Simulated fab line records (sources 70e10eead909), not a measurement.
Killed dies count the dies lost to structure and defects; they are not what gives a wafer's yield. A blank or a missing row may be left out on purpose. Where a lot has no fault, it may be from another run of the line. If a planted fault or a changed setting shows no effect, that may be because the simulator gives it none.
Problem report, 8D (eight disciplines) form, completed by code + flow nandHarc + the parts of the form that need people (team, actions taken, sign-off) are left out

== 1. WHAT IS WRONG ==
At NHARC_END_SORT_01, killedAtPeriphery averages 94.5 over 2 wafers from 2 lots, while fault-free wafers read 3.7, standard deviation 2.3. That is +39 standard deviations from the usual mean.
Earliest sighting: wafer L516.2 on prober-02 at day 30 18:54. Wafers with a number at this step in the record: 5, from 4 lots. Rule for "out" (also "out of limits"): further than 4 standard deviations from the usual mean. All remaining wafers that have a number are taken as sound.

== 2. WHAT IT IS, WHAT IT ISN'T ==
| question                    | is                            | is not                                                |
|-----------------------------|-------------------------------|-------------------------------------------------------|
| which readings at this step | killedAtPeriphery, killedDies | killedAtArray, killedAtOther, killedOpen, killedShort |
| which lots                  | L516, L520                    | L513, L518                                            |
| which wafers of those lots  | all that have a number        | -                                                     |
| read on which gauges        | prober-01, prober-02          | -                                                     |
| when                        | from day 30 18:54             | up to then (3 sound wafers)                           |

== 3. WHAT RULES OUT EACH SUSPECT ==
Counting: a tool at a process step up to the reading stays a suspect if it ran every lot that is out and no sound lot after the first of them.
- the gauge at NHARC_END_SORT_01 is ruled out. 2 gauges (prober-01, prober-02) read the wafers that are out.
- rieDiel-04 at NHARC_P_STI_DESCUM_14 (chemistry O2, time 3 s): kept. It ran every lot that is out, first L516 (day 7 09:20), and no sound lot after that; its last sound lot up to then is L513 (day 6 02:16).
- rieDiel-04 at NHARC_P_STI_ETCH_42 (etches the open film in N2/H2, target depth 80 nm, overetch 24 nm, time 61 s): kept. It ran every lot that is out, first L516 (day 7 09:25), and no sound lot after that; its last sound lot up to then is L513 (day 6 02:21).
- rieDiel-04 at NHARC_P_STI_ETCH_31 (etches the open film in CF4/CHF3, target depth 108.9 nm, time 54.5 s): kept. It ran every lot that is out, first L516 (day 7 09:30), and no sound lot after that; its last sound lot up to then is L513 (day 6 02:27).
rieDiel-04 at NHARC_P_STI_DESCUM_14, rieDiel-04 at NHARC_P_STI_ETCH_42 and rieDiel-04 at NHARC_P_STI_ETCH_31 are what is left after counting.

== 4. THE CAUSE (what the simulator had put in) ==
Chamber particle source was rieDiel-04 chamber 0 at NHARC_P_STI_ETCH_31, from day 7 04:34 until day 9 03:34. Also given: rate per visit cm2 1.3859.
Counting leaves 3 suspects; this tool is one of them.

== 5. THE CHAIN OF EFFECTS, in route order ==
Rows list readings where the struck wafers' mean (over those with a number) sits beyond 3 standard deviations from the usual. Scope: only readings with a usual standard deviation given in the record; hours: median across lots of the time from each lot's start at the first step in this table that gives one to its start at this step; sigmas: change in usual standard deviations.
| hours | step              | reading           | usual | on struck wafers | change | sigmas |
|-------|-------------------|-------------------|-------|------------------|--------|--------|
| 0     | NHARC_END_SORT_01 | killedAtPeriphery | 3.7   | 94.5             | +90.8  | +39    |
| 0     | NHARC_END_SORT_01 | killedDies        | 64    | 158              | +94    | +5.6   |

== 6. WHAT WOULD HAVE CAUGHT IT SOONER ==
566 hours passed between the start of the fault at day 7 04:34 and the first reading out of limits at a measuring or inspecting step in this record, taken at day 30 18:54.
An alarm limit of 4 standard deviations would not have fired on the tool readings at NHARC_P_STI_ETCH_31 for which the record gives a usual standard deviation, since none of them was out on any struck wafer.
Lots out: 2; all had begun NHARC_P_STI_ETCH_31 on rieDiel-04 by day 30 18:54. None of them would have been spared by holding the tool at that moment.
